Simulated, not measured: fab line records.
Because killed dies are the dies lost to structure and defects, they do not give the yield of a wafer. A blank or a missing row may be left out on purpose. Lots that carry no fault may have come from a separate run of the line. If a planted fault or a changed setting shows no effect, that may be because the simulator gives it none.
Chamber matching | flow nand-harc | NHARC_P_BONDPAD_DESCUM_11 on rie-diel-06 has 4 sister chambers
The step chemistry O2, time 3 s. 16 wafers are shown with their chamber, then 8 later ones without.

== WAFERS, EACH WITH ITS CHAMBER ==
wafer  | chamber | drypump-motor-current-A (A) | showerhead-plenum-p-Torr (Torr) | oes-product-au (a.u.)
L076.1 | 1       | 5.8                         | 1.83                            | 1.002
L076.2 | 0       | 4.7                         | 1.85                            | 0.998
L076.6 | 2       | 5.5                         | 1.84                            | 1.014
L079.4 | 0       | 4.8                         | 1.85                            | 0.975
L079.5 | 3       | 6.2                         | 1.88                            | 0.985
L079.6 | 0       | 4.7                         | 1.85                            | 0.980
L082.1 | 0       | 4.7                         | 1.85                            | 0.989
L082.3 | 1       | 5.7                         | 1.83                            | 0.991
L082.4 | 2       | 5.5                         | 1.84                            | 1.009
L086.3 | 1       | 5.7                         | 1.83                            | 1.004
L086.5 | 3       | 6.2                         | 1.88                            | 0.989
L086.6 | 2       | 5.5                         | 1.83                            | 1.006
L087.2 | 0       | 4.7                         | 1.85                            | 0.982
L087.4 | 1       | 5.8                         | 1.83                            | 1.000
L087.6 | 2       | 5.4                         | 1.83                            | 1.003
L088.2 | 2       | 5.5                         | 1.83                            | 1.003

SIGNATURES, as means of the wafers listed above
reading                  | chamber 0 | chamber 1 | chamber 2 | chamber 3 | scatter within a chamber
drypump-motor-current-A  | 4.720     | 5.750     | 5.480     | 6.200     | 0.0465
showerhead-plenum-p-Torr | 1.8500    | 1.8300    | 1.8340    | 1.8800    | 0.00316
oes-product-au           | 0.98480   | 0.99925   | 1.00700   | 0.98700   | 0.00653
Rule: for a wafer and a chamber, the distance is found by dividing, reading by reading, the gap between the wafer's reading and the chamber's mean by the reading's scatter, squaring, summing and taking the root. If the next closest chamber is less than 2 further off than the closest, the wafer can't be placed; otherwise it belongs to the closest. The scatter: take each reading less its chamber's mean, square it, sum over the shown wafers, divide by the number of wafers less the number of chambers, and take the root.

== WAFERS WITH NO CHAMBER GIVEN ==
wafer  | drypump-motor-current-A (A) | showerhead-plenum-p-Torr (Torr) | oes-product-au (a.u.)
L088.3 | 6.1                         | 1.88                            | 0.978
L088.4 | 5.5                         | 1.83                            | 1.003
L089.3 | 4.7                         | 1.85                            | 0.984
L089.4 | 5.7                         | 1.83                            | 1.004
L089.6 | 4.7                         | 1.85                            | 0.982
L095.4 | 5.7                         | 1.83                            | 0.982
L095.5 | 5.7                         | 1.83                            | 0.990
L095.6 | 5.5                         | 1.83                            | 1.008

== CHAMBER TAKEN BY EACH ==
wafer  | from the rows above | in truth
L088.3 | 3                   | 3
L088.4 | 2                   | 2
L089.3 | 0                   | 0
L089.4 | 1                   | 1
L089.6 | 0                   | 0
L095.4 | 1                   | 1
L095.5 | 1                   | 1
L095.6 | 2                   | 2
8 of 8 placed correctly. Not placeable from these rows: 0. 0 placed wrongly.
